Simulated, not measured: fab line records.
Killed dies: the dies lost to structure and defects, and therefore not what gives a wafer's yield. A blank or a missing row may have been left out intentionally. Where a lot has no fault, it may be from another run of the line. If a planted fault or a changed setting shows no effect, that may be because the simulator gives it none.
fab line records	flow n5_finfet
[record] lots = 5	wafers = 15	last_day = 19
route steps=1938 shown BEOL_M11@1545
lots with no fault: from the same line, run without faults
start_h: start of the lot's first displayed wafer, in hours after the record's first day	wait_h: hours elapsed since this lot's preceding step	" same as the row above	L1.1+2: several wafers, shown together as one row	- no value present, or no start provided	* or withheld: withheld	< > ~ a bound
route shown NAME@n: NAME is a module with steps in the file, n the number in the route of the first one	usual: mean and standard deviation over wafers with no fault	same: alike in all rows	chamber/n: place in a boat	sites: each site's reading	_std_site: standard deviation across them	_edge_site: the outer-site mean with the inner-site mean subtracted	radius_mm: how far each site lies from the wafer's centre	mask NAME#n: copy n	behind: the last tool/chamber to shape the wafer	hold: why the lot was held/for how many hours/how that ended	device: which transistor (n, p or np) failed to switch	end of line: the route-end tests of the same wafers	step lacking rows: just its recipe	killed: at the first sort, the dies lost to defects and structure; wafer yield is something else	map: the dies of a wafer, with x for killed, . for not killed, _ for no die there
set.NAME: the setting that was run; set.NAME@STEP: the one run at that earlier step	model.NAME: the simulator's own value behind a step, which no gauge read
certain route steps with their lots: each step a table, each wafer a row
services: the hour from which a tool's chamber was out of use, counted from the record's first day as start_h (under 0 if before that day), plus the number of hours and why
[[steps]]
[step N5_BEOL_M11_SOFTBAKE_06]
[recipe] temp_c = 110	time_s = 60	resist = CAR-ArF
[step N5_BEOL_M11_EXPOSE_08]
[recipe] mask_id = M11	na = 1.35	source_shape = dipole	sigma_inner = 0.411	sigma_outer = 0.611	polarization = te	dose_mj = 53.75
[step N5_BEOL_M11_PEB_09]
[recipe] peb_temp_c = withheld	peb_time_s = 60	resist = CAR-ArF
[step N5_BEOL_M11_DEVELOP_10]
[recipe] develop_time_s = 30	developer = TMAH	resist = CAR-ArF	rinse_liquid = diw	dry = air_spin	dev_temp_c = 23
[step N5_BEOL_M11_CD_MEAS_11]
[recipe] target_cd_nm = 64.1	landing_energy_ev = 500	detector = se_inlens	polarity = opening
[usual] cd_nm = 64.1/0.52
lot.wafer	tool	chamber	start_h	wait_h	cd_nm
L514.2	cd_sem-03	0	295.74	-	63.7
L514.3	"	0	"	"	64.5
L514.6	"	0	"	"	64.2
L515.2	cd_sem-03	0	307.67	-	64.2
L515.5	"	0	"	"	64.6
L515.6	"	0	"	"	63.4
L522.1	cd_sem-03	0	343.85	-	63.8
L522.5	"	0	"	"	64.3
L522.6	"	0	"	"	64.9
L532.1	cd_sem-02	0	408.56	-	64.1
L532.3	"	0	"	"	62.9
L532.4	"	0	"	"	63.5
L534.1	cd_sem-03	0	417.30	-	64.0
L534.4	"	0	"	"	64.4
L534.5	"	0	"	"	63.2
[step N5_BEOL_M11_OVL_MEAS_12]
[recipe] points_per_wafer = 44
[usual] M11_OVL = 0.3/0.81
lot.wafer	tool	chamber	start_h	wait_h	M11_OVL[nm]
L514.2	overlay-02	0	295.77	0.0	0.6
L514.3	"	0	"	"	1.2
L514.6	"	0	"	"	1.1
L515.2	overlay-01	0	307.70	0.0	2.0
L515.5	"	0	"	"	-0.5
L515.6	"	0	"	"	1.6
L522.1	overlay-01	0	343.88	0.0	0.0
L522.5	"	0	"	"	0.5
L522.6	"	0	"	"	1.2
L532.1	overlay-02	0	408.59	0.0	-0.8
L532.3	"	0	"	"	0.5
L532.4	"	0	"	"	1.4
L534.1	overlay-01	0	417.33	0.0	-0.8
L534.4	"	0	"	"	-0.3
L534.5	"	0	"	"	0.1
[step N5_BEOL_M11_INSPECT_13]
[recipe] mode = adi	inspect_instrument = brightfield
[usual] raw_defect_count = 419/110
lot.wafer	tool	chamber	start_h	wait_h	raw_defect_count
L514.2	defect_inspect-01	-	295.79	0.0	415
L514.3	"	-	"	"	287
L514.6	"	-	"	"	370
L515.2	defect_inspect-01	-	307.72	0.0	330
L515.5	"	-	"	"	404
L515.6	"	-	"	"	348
L522.1	defect_inspect-01	-	343.90	0.0	382
L522.5	"	-	"	"	461
L522.6	"	-	"	"	294
L532.1	defect_inspect-02	-	408.62	0.0	386
L532.3	"	-	"	"	325
L532.4	"	-	"	"	462
L534.1	defect_inspect-01	-	417.36	0.0	406
L534.4	"	-	"	"	340
L534.5	"	-	"	"	471
[step N5_BEOL_M11_DESCUM_16]
[recipe] chemistry = O2	time_s = 7.9	source_power_w = 50	bias_power_w = 20	pressure_mtorr = 20	rf_frequency_hz = 2.712e+07	temp_c = 40	resist = CAR-ArF	o2_flow_sccm = 225
[step N5_BEOL_M11_ETCH_61]
[recipe] chemistry = CF4	target = SiARC	target_depth_a = 390	mask_material = CAR-ArF	time_s = 65	ion_energy_ev = 80	pressure_mtorr = 40	source_w = 545	bias_w = 36	Ar_flow_sccm = 100	cf4_flow_sccm = 100	ends = cleared
[usual] drypump_motor_current_A = 5.8/0.47	etch_rf_on_time_s = 64.6/1.3	oes_product_au = 0.68/0.071	rf_vpp_V = 183.9/1.3	showerhead_plenum_p_Torr = 2.12/0.085	throttle_valve_pct = 15.7/0.33
lot.wafer	tool	chamber	start_h	wait_h	drypump_motor_current_A	etch_rf_on_time_s	oes_product_au	rf_hours_counter_h	rf_vpp_V	showerhead_plenum_p_Torr	throttle_valve_pct
L514.2	rie_diel-06	3	295.93	0.0	6.0	67.6	0.58	232	183.7	2.04	16.0
L514.3	"	1	"	"	6.5	63.3	0.63	209	183.9	2.11	16.0
L514.6	"	0	"	"	5.3	64.5	0.63	-	182.9	1.97	15.9
L515.2	rie_diel-02	0	307.80	0.0	6.2	63.1	0.77	25	183.7	2.19	15.0
L515.5	"	2	"	"	5.3	64.7	0.65	-	182.3	2.05	15.7
L515.6	"	3	"	"	5.2	64.1	0.72	-	184.9	2.16	15.9
L522.1	rie_diel-02	2	343.97	0.0	5.3	64.4	0.64	169	182.6	2.05	15.7
L522.5	"	3	"	"	5.3	64.8	0.71	-	184.8	2.16	15.9
L522.6	"	2	"	"	5.3	65.4	0.64	-	183.3	2.05	15.7
L532.1	rie_diel-06	0	408.94	0.0	5.2	64.1	0.61	199	183.2	1.96	16.0
L532.3	"	1	"	"	6.5	63.8	0.61	244	183.4	2.10	16.1
L532.4	"	3	"	"	6.0	65.1	0.79	11	185.8	2.28	15.6
L534.1	rie_diel-05	0	417.69	0.0	5.8	63.6	0.73	70	183.7	2.09	15.6
L534.4	"	3	"	"	5.1	63.2	0.79	23	183.6	2.09	15.0
L534.5	"	1	"	"	5.6	64.8	0.75	-	186.6	2.18	15.3
[step N5_BEOL_M11_ETCH_62]
[recipe] chemistry = N2/H2	target = SOC	target_depth_a = 1100	overetch_a = 220	mask_material = SiARC	temp_c = 40	time_s = 165	ion_energy_ev = 200	pressure_mtorr = 30	source_w = 840	bias_w = 150	n2_flow_sccm = 200	h2_flow_sccm = 200
[usual] drypump_motor_current_A = 5.8/0.46	oes_product_au = 0.67/0.068	rf_vpp_V = 523.3/3	showerhead_plenum_p_Torr = 2.52/0.11	throttle_valve_pct = 17.94/0.29
lot.wafer	tool	chamber	start_h	wait_h	drypump_motor_current_A	oes_product_au	rf_hours_counter_h	rf_vpp_V	showerhead_plenum_p_Torr	throttle_valve_pct
L514.2	rie_diel-06	3	295.98	0.0	6.0	0.58	232	518.7	2.39	18.06
L514.3	"	1	"	"	6.5	0.62	209	522.6	2.50	18.17
L514.6	"	0	"	"	5.3	0.63	-	517.9	2.34	18.12
L515.2	rie_diel-02	0	307.85	0.0	6.1	0.75	25	526.7	2.61	17.38
L515.5	"	2	"	"	5.3	0.64	-	520.8	2.43	17.85
L515.6	"	3	"	"	5.3	0.71	-	523.9	2.57	18.20
L522.1	rie_diel-02	2	344.02	0.0	5.3	0.64	169	521.1	2.43	17.86
L522.5	"	3	"	"	5.2	0.70	-	524.5	2.57	18.22
L522.6	"	2	"	"	5.3	0.63	-	521.8	2.43	17.88
L532.1	rie_diel-06	0	408.99	0.0	5.2	0.61	199	518.5	2.32	18.19
L532.3	"	1	"	"	6.5	0.60	244	524.3	2.49	18.23
L532.4	"	3	"	"	6.0	0.80	11	527.9	2.69	17.78
L534.1	rie_diel-05	0	417.74	0.0	5.8	0.71	70	522.6	2.46	17.81
L534.4	"	3	"	"	5.1	0.77	23	521.6	2.50	17.36
L534.5	"	1	"	"	5.6	0.75	-	525.1	2.60	17.75
[step N5_BEOL_M11_STRIP_68]
[recipe] chemistry = N2/H2	temp_c = 40	n2_flow_sccm = 200	h2_flow_sccm = 200	rf_frequency_hz = 6e+07
[step N5_BEOL_M11_STRIP_67]
[recipe] chemistry = CF4	resist = SiARC	power_w = 300	bias_power_w = 75	pressure_mtorr = 50	cf4_flow_sccm = 150	rf_frequency_hz = 6e+07
[usual] drypump_motor_current_A = 5.8/0.46	oes_product_au = 0.80/0.081	rf_vpp_V = 270.8/1.7	showerhead_plenum_p_Torr = 1.78/0.07	throttle_valve_pct = 13.6/0.34
lot.wafer	tool	chamber	start_h	wait_h	drypump_motor_current_A	oes_product_au	rf_hours_counter_h	rf_vpp_V	showerhead_plenum_p_Torr	throttle_valve_pct
L514.2	rie_diel-06	3	296.12	0.0	6.0	0.69	232	267.6	1.71	14.0
L514.3	"	1	"	"	6.5	0.73	209	270.6	1.76	14.0
L514.6	"	0	"	"	5.2	0.74	-	268.6	1.65	13.9
L515.2	rie_diel-02	0	307.99	0.0	6.1	0.89	25	273.2	1.84	13.0
L515.5	"	2	"	"	5.2	0.76	-	268.1	1.71	13.6
L515.6	"	3	"	"	5.2	0.84	-	273.3	1.81	13.8
L522.1	rie_diel-02	2	344.17	0.0	5.3	0.75	169	271.0	1.71	13.6
L522.5	"	3	"	"	5.2	0.83	-	271.7	1.81	13.8
L522.6	"	2	"	"	5.2	0.75	-	269.3	1.71	13.6
L532.1	rie_diel-06	0	409.13	0.0	5.2	0.71	199	268.5	1.64	14.0
L532.3	"	1	"	"	6.5	0.70	244	269.8	1.75	14.0
L532.4	"	3	"	"	6.0	0.94	11	273.2	1.91	13.5
L534.1	rie_diel-05	0	417.88	0.0	5.8	0.84	70	269.4	1.75	13.5
L534.4	"	3	"	"	5.1	0.90	23	269.3	1.75	13.0
L534.5	"	1	"	"	5.6	0.89	-	271.1	1.82	13.2
[step N5_BEOL_M11_HM_OPEN_17]
[recipe] chemistry = Cl2/BCl3	target_depth_a = 200	overetch_a = 60	target = TiN	mask_material = SOC	ion_energy_ev = 150	pressure_mtorr = 10	icp_w = 1000	bias_w = 126	Cl2_flow_sccm = 53.25	bcl3_flow_sccm = 21.75	Ar_flow_sccm = 25
[usual] drypump_motor_current_A = 5.2/0.35	oes_product_au = 0.71/0.041	throttle_valve_pct = 22.19/0.23
lot.wafer	tool	chamber	start_h	wait_h	drypump_motor_current_A	oes_product_au	rf_hours_counter_h	throttle_valve_pct	model.SOC_of_BEOL_M11_COAT_59.thk_nm	model.etch.depth_nm
L514.2	rie_metal-03	0	296.16	0.0	5.0	0.70	23	21.96	91.8	20.01
L514.3	"	0	"	"	5.0	0.69	-	21.96	91.8	19.72
L514.6	"	1	"	"	5.4	0.65	-	22.21	92.4	19.91
L515.2	rie_metal-02	1	308.03	0.0	5.1	0.73	23	22.15	92	20.38
L515.5	"	0	"	"	5.9	0.66	-	21.66	92.4	20.01
L515.6	"	1	"	"	5.1	0.73	-	22.16	92.2	20.13
L522.1	rie_metal-03	0	344.21	0.0	5.0	0.70	27	21.95	91.4	20.31
L522.5	"	1	"	"	5.4	0.60	-	22.30	94.4	17.58
L522.6	"	0	"	"	5.0	0.69	-	21.96	91	20.11
L532.1	rie_metal-01	1	409.17	0.0	5.5	0.72	16	22.50	92.2	19.73
L532.3	"	0	"	"	4.8	0.73	-	22.30	92.4	19.74
L532.4	"	1	"	"	5.6	0.73	-	22.50	91.8	19.62
L534.1	rie_metal-01	1	417.92	0.0	5.6	0.72	17	22.49	92	20.12
L534.4	"	1	"	"	5.6	0.72	-	22.49	91.8	20.09
L534.5	"	1	"	"	5.6	0.72	-	22.50	92	19.97
[step N5_BEOL_M11_STRIP_19]
[recipe] chemistry = O2	power_w = 400	temp_c = 40	pressure_mtorr = 30	rf_frequency_hz = 6e+07	bias_power_w = 0	overash_fraction = 0.2	o2_flow_sccm = 225
[step N5_BEOL_M11_CD_MEAS_18]
[recipe] pitch_nm = 140	target_cd_nm = 70
[usual] cd_nm = 70.0/0.64
lot.wafer	tool	chamber	start_h	wait_h	cd_nm
L514.2	cd_sem-02	-	296.48	0.1	69.1
L514.3	"	-	"	"	69.4
L514.6	"	-	"	"	70.9
L515.2	cd_sem-02	-	308.22	0.1	70.9
L515.5	"	-	"	"	70.6
L515.6	"	-	"	"	70.0
L522.1	cd_sem-01	-	344.39	0.0	69.6
L522.5	"	-	"	"	69.9
L522.6	"	-	"	"	70.0
L532.1	cd_sem-03	-	409.48	0.0	69.9
L532.3	"	-	"	"	68.2
L532.4	"	-	"	"	69.4
L534.1	cd_sem-03	-	418.22	0.0	70.2
L534.4	"	-	"	"	70.8
L534.5	"	-	"	"	69.1
[step N5_BEOL_M11_COAT_63]
[recipe] resist = SOC	temp_c = 250	time_s = 60	spin_rpm = 1500	resist_thk_nm = 100
[step N5_BEOL_M11_COAT_64]
[recipe] resist = SiARC	temp_c = 220	time_s = 60	spin_rpm = 1500	resist_thk_nm = 30
[step N5_BEOL_M11_COAT_22]
[recipe] resist = CAR-ArF	spin_rpm = 1500	resist_thk_nm = 90
[step N5_BEOL_M11_EBR_24]
[recipe] solvent = PGMEA	ebr_width_mm = 1.5
[step N5_BEOL_M11_SOFTBAKE_23]
[recipe] temp_c = 110	time_s = 60	resist = CAR-ArF
[step N5_BEOL_M11_EXPOSE_25]
[recipe] mask_id = V10	na = 1.35	source_shape = annular	sigma_inner = 0.5	sigma_outer = 0.8	polarization = unpolarized	dose_mj = 85.5
[step N5_BEOL_M11_PEB_26]
[recipe] peb_temp_c = withheld	peb_time_s = 60	resist = CAR-ArF
[step N5_BEOL_M11_DEVELOP_27]
[recipe] develop_time_s = 30	developer = TMAH	resist = CAR-ArF	rinse_liquid = diw	dry = air_spin	dev_temp_c = 23
[step N5_BEOL_M11_CD_MEAS_28]
[recipe] target_cd_nm = 70	landing_energy_ev = 500	detector = se_inlens	polarity = opening
[usual] cd_nm = 70.2/0.87
lot.wafer	tool	chamber	start_h	wait_h	cd_nm
L514.2	cd_sem-03	0	298.63	-	70.4
L514.3	"	0	"	"	69.4
L514.6	"	0	"	"	70.4
L515.2	cd_sem-01	0	308.63	-	69.1
L515.5	"	0	"	"	70.5
L515.6	"	0	"	"	69.4
L522.1	cd_sem-01	0	347.62	-	70.6
L522.5	"	0	"	"	69.1
L522.6	"	0	"	"	70.7
L532.1	cd_sem-01	0	410.97	-	69.9
L532.3	"	0	"	"	69.3
L532.4	"	0	"	"	69.6
L534.1	cd_sem-03	0	421.37	-	70.7
L534.4	"	0	"	"	69.2
L534.5	"	0	"	"	68.8
[step N5_BEOL_M11_OVL_MEAS_29]
[recipe] points_per_wafer = 44
[usual] V10_OVL = 0.4/0.79
lot.wafer	tool	chamber	start_h	wait_h	V10_OVL[nm]
L514.2	overlay-01	0	298.66	0.0	1.9
L514.3	"	0	"	"	0.7
L514.6	"	0	"	"	1.1
L515.2	overlay-02	0	308.66	0.0	-0.6
L515.5	"	0	"	"	0.6
L515.6	"	0	"	"	0.2
L522.1	overlay-01	0	347.65	0.0	1.1
L522.5	"	0	"	"	1.2
L522.6	"	0	"	"	0.4
L532.1	overlay-02	0	411.00	0.0	0.8
L532.3	"	0	"	"	0.5
L532.4	"	0	"	"	1.1
L534.1	overlay-02	0	421.40	0.0	-1.3
L534.4	"	0	"	"	-0.1
L534.5	"	0	"	"	0.3
[step N5_BEOL_M11_INSPECT_30]
[recipe] mode = adi	inspect_instrument = brightfield
[usual] raw_defect_count = 422/100
lot.wafer	tool	chamber	start_h	wait_h	raw_defect_count
L514.2	defect_inspect-02	-	298.68	0.0	472
L514.3	"	-	"	"	343
L514.6	"	-	"	"	420
L515.2	defect_inspect-01	-	308.68	0.0	358
L515.5	"	-	"	"	384
L515.6	"	-	"	"	376
L522.1	defect_inspect-02	-	347.68	0.0	433
L522.5	"	-	"	"	514
L522.6	"	-	"	"	330
L532.1	defect_inspect-02	-	411.03	0.0	391
L532.3	"	-	"	"	338
L532.4	"	-	"	"	486
L534.1	defect_inspect-01	-	421.42	0.0	385
L534.4	"	-	"	"	351
L534.5	"	-	"	"	505
[step N5_BEOL_M11_DESCUM_33]
[recipe] chemistry = O2	time_s = 7.9	source_power_w = 50	bias_power_w = 20	pressure_mtorr = 20	rf_frequency_hz = 2.712e+07	temp_c = 40	resist = CAR-ArF	o2_flow_sccm = 225
[step N5_BEOL_M11_ETCH_65]
[recipe] chemistry = CF4	target = SiARC	target_depth_a = 390	mask_material = CAR-ArF	time_s = 65	ion_energy_ev = 80	pressure_mtorr = 40	source_w = 545	bias_w = 36	Ar_flow_sccm = 100	cf4_flow_sccm = 100	ends = cleared
[step N5_BEOL_M11_ETCH_66]
[recipe] chemistry = N2/H2	target = SOC	target_depth_a = 1200	overetch_a = 240	mask_material = SiARC	temp_c = 40	time_s = 180	ion_energy_ev = 200	pressure_mtorr = 30	source_w = 840	bias_w = 150	n2_flow_sccm = 200	h2_flow_sccm = 200
[usual] drypump_motor_current_A = 5.8/0.48	oes_product_au = 0.64/0.066	rf_vpp_V = 523/3	showerhead_plenum_p_Torr = 2.52/0.11	throttle_valve_pct = 17.94/0.28
lot.wafer	tool	chamber	start_h	wait_h	drypump_motor_current_A	oes_product_au	rf_hours_counter_h	rf_vpp_V	showerhead_plenum_p_Torr	throttle_valve_pct
L514.2	rie_diel-02	2	298.80	0.0	5.3	0.61	155	522	2.43	17.84
L514.3	"	3	"	"	5.2	0.67	77	527	2.57	18.19
L514.6	"	3	"	"	5.2	0.68	-	524	2.57	18.20
L515.2	rie_diel-02	2	308.80	0.0	5.3	0.61	158	519	2.43	17.83
L515.5	"	2	"	"	5.3	0.61	-	521	2.43	17.85
L515.6	"	1	"	"	6.6	0.67	-	527	2.69	17.82
L522.1	rie_diel-06	0	347.80	0.0	5.3	0.59	179	518	2.33	18.14
L522.5	"	1	"	"	6.5	0.57	-	523	2.50	18.21
L522.6	"	2	"	"	6.1	0.69	-	525	2.58	17.95
L532.1	rie_diel-06	3	411.15	0.0	6.0	0.75	11	529	2.69	17.75
L532.3	"	0	"	"	5.2	0.58	199	519	2.32	18.17
L532.4	"	2	"	"	6.1	0.66	85	525	2.57	17.99
L534.1	rie_diel-02	0	421.54	0.0	6.1	0.67	57	525	2.59	17.43
L534.4	"	2	"	"	5.3	0.59	192	521	2.42	17.92
L534.5	"	1	"	"	6.6	0.64	-	528	2.68	17.89
[step N5_BEOL_M11_STRIP_69]
[recipe] chemistry = N2/H2	temp_c = 40	n2_flow_sccm = 200	h2_flow_sccm = 200	rf_frequency_hz = 6e+07
[step N5_BEOL_M11_VIA_ETCH_34]
[recipe] chemistry = C4F6/O2	target = SiCOH_lowk	target_depth_a = 1845	mask_material = SOC	taper_deg = 4	time_s = 69.2	ion_energy_ev = 250	pressure_mtorr = 30	source_w = 345	bias_w = 185	Ar_flow_sccm = 300	C4F6_flow_sccm = 10	O2_flow_sccm = 10
[usual] O2_flow_sccm = 10.00/0.031	drypump_motor_current_A = 5.8/0.48	oes_product_au = 0.80/0.084	rf_vpp_V = 670/11	showerhead_plenum_p_Torr = 2.82/0.11	throttle_valve_pct = 21.0/0.32
lot.wafer	tool	chamber	start_h	wait_h	O2_flow_sccm	drypump_motor_current_A	oes_product_au	rf_hours_counter_h	rf_vpp_V	showerhead_plenum_p_Torr	throttle_valve_pct
L514.2	rie_diel-02	2	298.92	0.0	9.98	5.3	0.75	155	684	2.74	21.0
L514.3	"	3	"	"	9.98	5.2	0.84	77	667	2.88	21.3
L514.6	"	3	"	"	10.03	5.2	0.84	-	667	2.88	21.3
L515.2	rie_diel-02	2	308.92	0.0	9.94	5.3	0.76	158	683	2.74	21.0
L515.5	"	2	"	"	9.97	5.3	0.78	-	685	2.74	21.0
L515.6	"	1	"	"	9.98	6.5	0.84	-	687	2.98	20.7
L522.1	rie_diel-06	0	347.92	0.0	9.99	5.3	0.73	179	660	2.60	21.2
L522.5	"	1	"	"	9.99	6.5	0.45	-	660	2.81	21.2
L522.6	"	2	"	"	9.96	6.1	0.84	-	674	2.87	21.0
L532.1	rie_diel-06	3	411.27	0.0	10.01	6.0	0.94	11	701	3.04	21.1
L532.3	"	0	"	"	9.92	5.2	0.72	199	660	2.59	21.2
L532.4	"	2	"	"	9.93	6.1	0.81	85	673	2.86	21.0
L534.1	rie_diel-02	0	421.67	0.0	10.01	6.1	0.86	57	664	2.90	20.4
L534.4	"	2	"	"	10.01	5.3	0.74	192	682	2.73	21.1
L534.5	"	1	"	"	9.98	6.6	0.79	-	686	2.97	20.8
[step N5_BEOL_M11_STRIP_73]
[recipe] chemistry = C4F6/O2	resist = SiARC	rf_frequency_hz = 6e+07
[step N5_BEOL_M11_STRIP_36]
[recipe] chemistry = N2/H2	power_w = 450	temp_c = 40	pressure_mtorr = 20	rf_frequency_hz = 6e+07	overash_fraction = 0.3	bias_power_w = 7	h2_frac = 0.5	n2_flow_sccm = 200	h2_flow_sccm = 200
[usual] drypump_motor_current_A = 5.8/0.48	oes_product_au = 0.80/0.087	rf_vpp_V = 59.1/1.7	showerhead_plenum_p_Torr = 2.51/0.11	throttle_valve_pct = 23.81/0.26
[same] overash_fraction = 0.3
lot.wafer	tool	chamber	start_h	wait_h	drypump_motor_current_A	oes_product_au	rf_hours_counter_h	rf_vpp_V	showerhead_plenum_p_Torr	throttle_valve_pct
L514.2	rie_diel-02	2	298.99	0.0	5.3	0.76	155	55.8	2.43	23.63
L514.3	"	3	"	"	5.2	0.85	77	58.1	2.57	24.23
L514.6	"	3	"	"	5.3	0.85	-	59.1	2.57	24.21
L515.2	rie_diel-02	2	308.99	0.0	5.3	0.76	158	56.0	2.43	23.59
L515.5	"	2	"	"	5.3	0.77	-	61.5	2.43	23.62
L515.6	"	1	"	"	6.6	0.83	-	59.0	2.69	23.80
L522.1	rie_diel-06	0	347.98	0.0	5.3	0.71	179	58.8	2.33	23.94
L522.5	"	1	"	"	6.5	0.72	-	57.1	2.49	23.90
L522.6	"	2	"	"	6.1	0.84	-	59.9	2.58	23.78
L532.1	rie_diel-06	3	411.33	0.0	6.0	0.94	11	56.4	2.69	23.71
L532.3	"	0	"	"	5.2	0.70	199	56.0	2.32	23.99
L532.4	"	2	"	"	6.1	0.83	85	58.8	2.57	23.77
L534.1	rie_diel-02	0	421.73	0.0	6.2	0.85	57	58.4	2.59	23.37
L534.4	"	2	"	"	5.3	0.74	192	57.4	2.41	23.67
L534.5	"	1	"	"	6.6	0.79	-	60.9	2.67	23.79
[step N5_BEOL_M11_TRENCH_ETCH_37]
[recipe] chemistry = C4F6/O2	target_depth_a = 1488.3	target = SiCOH_lowk	time_s = 48	ion_energy_ev = 250	pressure_mtorr = 30	source_w = 345	bias_w = 185	Ar_flow_sccm = 300	C4F6_flow_sccm = 10	O2_flow_sccm = 10
[step N5_BEOL_M11_ETCH_41]
[recipe] chemistry = CH3F/O2	target = SiCN	target_depth_a = 426	taper_deg = 2	time_s = 86	ion_energy_ev = 120	mask_material = TiN	pressure_mtorr = 30	source_w = 395	bias_w = 75	Ar_flow_sccm = 150	CH3F_flow_sccm = 30	O2_flow_sccm = 20
[step N5_BEOL_M11_STRIP_77]
[recipe] chemistry = N2/H2	time_s = 10	power_w = 450	temp_c = 40	pressure_mtorr = 20	rf_frequency_hz = 6e+07	bias_power_w = 7	n2_flow_sccm = 200	h2_flow_sccm = 200
[step N5_BEOL_M11_OCD_MEAS_38]
[usual] trench_depth_nm = 149.2/2.1
lot.wafer	tool	chamber	start_h	wait_h	trench_depth_nm
L514.2	ocd-02	-	299.21	-	151.2
L514.3	"	-	"	"	151.8
L514.6	"	-	"	"	151.2
L515.2	ocd-01	-	309.21	-	151.8
L515.5	"	-	"	"	152.0
L515.6	"	-	"	"	150.1
L522.1	ocd-02	-	348.21	-	150.3
L522.5	"	-	"	"	58.8
L522.6	"	-	"	"	146.3
L532.1	ocd-02	-	411.55	-	150.9
L532.3	"	-	"	"	148.6
L532.4	"	-	"	"	146.8
L534.1	ocd-02	-	421.95	-	152.8
L534.4	"	-	"	"	149.7
L534.5	"	-	"	"	146.5
[step N5_BEOL_M11_HM_STRIP_39]
[recipe] chemistry = peroxide_tin_strip	material = TiN	target_depth_a = 250	temp_c = 50	time_s = 158
[step N5_BEOL_M11_SRD_40]
[recipe] time_s = 30	temp_c = 23	rinse_liquid = diw	dry = ipa_marangoni
[step N5_BEOL_M11_PRECLEAN_42]
[recipe] chemistry = residue_remover	time_s = 60	temp_c = 40
[step N5_BEOL_M11_SRD_43]
[recipe] time_s = 30	temp_c = 23	rinse_liquid = diw	dry = ipa_marangoni
[step N5_BEOL_M11_CD_MEAS_35]
[recipe] target_cd_nm = 70	polarity = opening
[usual] cd_nm = 70.0/0.64
lot.wafer	tool	chamber	start_h	wait_h	cd_nm
L514.2	cd_sem-02	-	299.37	0.0	69.0
L514.3	"	-	"	"	69.6
L514.6	"	-	"	"	70.5
L515.2	cd_sem-03	-	309.36	0.0	70.8
L515.5	"	-	"	"	70.1
L515.6	"	-	"	"	70.1
L522.1	cd_sem-01	-	348.36	0.0	68.9
L522.5	"	-	"	"	70.2
L522.6	"	-	"	"	69.8
L532.1	cd_sem-01	-	411.71	0.0	69.2
L532.3	"	-	"	"	67.9
L532.4	"	-	"	"	69.3
L534.1	cd_sem-03	-	422.11	0.0	70.5
L534.4	"	-	"	"	70.1
L534.5	"	-	"	"	69.4
[step N5_BEOL_M11_THK_MEAS_53]
[recipe] thk_meas_gauge = xrf	reads = Cu_of_BEOL_M11_ECD_50
[usual] M11_THK = 140.1/2.5
lot.wafer	tool	chamber	start_h	wait_h	M11_THK[nm]
L514.2	film_metro-01	-	302.18	-	142.1
L514.3	"	-	"	"	142.4
L514.6	"	-	"	"	141.8
L515.2	film_metro-02	-	311.99	-	142.1
L515.5	"	-	"	"	142.3
L515.6	"	-	"	"	140.4
L522.1	film_metro-01	-	350.72	-	143.2
L522.5	"	-	"	"	-
L522.6	"	-	"	"	139.7
L532.1	film_metro-02	-	413.56	-	144.9
L532.3	"	-	"	"	141.5
L532.4	"	-	"	"	140.5
L534.1	film_metro-02	-	424.31	-	145.7
L534.4	"	-	"	"	140.0
L534.5	"	-	"	"	136.2
[step N5_BEOL_M11_RS_MEAS_57]
[recipe] thk_meas_gauge = four-point-probe	reads = Cu_of_BEOL_M11_ECD_50+Co_of_BEOL_M11_CVD_75+TaN_of_BEOL_M11_ALD_74
[usual] M11_RS = 0.1505/0.0027
lot.wafer	tool	chamber	start_h	wait_h	M11_RS[ohm/sq]
L514.2	film_metro-01	-	302.31	0.0	0.1487
L514.3	"	-	"	"	0.1469
L514.6	"	-	"	"	0.1476
L515.2	film_metro-01	-	312.12	0.0	0.1485
L515.5	"	-	"	"	0.1477
L515.6	"	-	"	"	0.1506
L522.1	film_metro-01	-	350.84	0.0	0.1477
L522.5	"	-	"	"	-
L522.6	"	-	"	"	0.1522
L532.1	film_metro-02	-	413.69	0.0	0.1455
L532.3	"	-	"	"	0.1487
L532.4	"	-	"	"	0.1500
L534.1	film_metro-02	-	424.44	0.0	0.1449
L534.4	"	-	"	"	0.1510
L534.5	"	-	"	"	0.1554
[[services]]
tool	chamber	start_h	hours	kind
rie_metal-02	1	279.14	2.2	repair
rie_diel-06	-	299.45	1.1	repair
rie_diel-05	2	308.01	10.4	repair
rie_diel-05	3	329.66	-	clean
rie_diel-05	3	329.66	-	consumable_replace:focus_ring
rie_diel-02	0	347.03	9.0	repair
rie_diel-06	3	352.48	-	clean
rie_diel-06	3	352.48	-	consumable_replace:focus_ring
rie_diel-06	3	352.48	-	consumable_replace:showerhead
rie_diel-06	3	352.48	16.5	scheduled_down
rie_diel-06	3	352.48	16.5	vent_cycle
rie_diel-06	1	354.73	9.2	repair
rie_metal-02	-	393.96	1.2	repair
rie_metal-02	-	409.72	1.9	repair
[[key]]
[first_sign] step = N5_BEOL_M11_VIA_ETCH_34	reading = oes_product_au	direction = down	sigmas = 4.2	usual = 0.80	struck = 0.45
[effect] step = N5_BEOL_M11_OCD_MEAS_38	reading = trench_depth_nm	direction = down	sigmas = 44	usual = 149.2	struck = 58.8
[effect] step = N5_BEOL_M11_THK_MEAS_53	reading = M11_THK	direction = missing
[effect] step = N5_BEOL_M11_RS_MEAS_57	reading = M11_RS	direction = missing
[model_effect] step = N5_BEOL_M11_HM_OPEN_17	value = SOC_of_BEOL_M11_COAT_59.thk_nm	without = 91.6	struck = 94.4
met_at N5_BEOL_M11_HM_OPEN_17
struck_wafers L522.5
later_rows_left_out L522.5
sort_left_out L522.5
onset_between 296.16 344.21
[fault] kind = process_parameter_drift	tool = rie_metal-03	chamber = -	onset_h = 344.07	steps = N5_BEOL_M11_HM_OPEN_17	channel = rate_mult	offset = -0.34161	shape = step	end_h = 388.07	scope = struck_wafers_only
// sort_left_out: the simulated sort isn't trusted on such a fault, so these wafers' sort isn't shown, and their yield isn't known
// later_rows_left_out: the simulator's readings of these wafers behind a module that went badly wrong aren't trusted and aren't shown, but for the sort
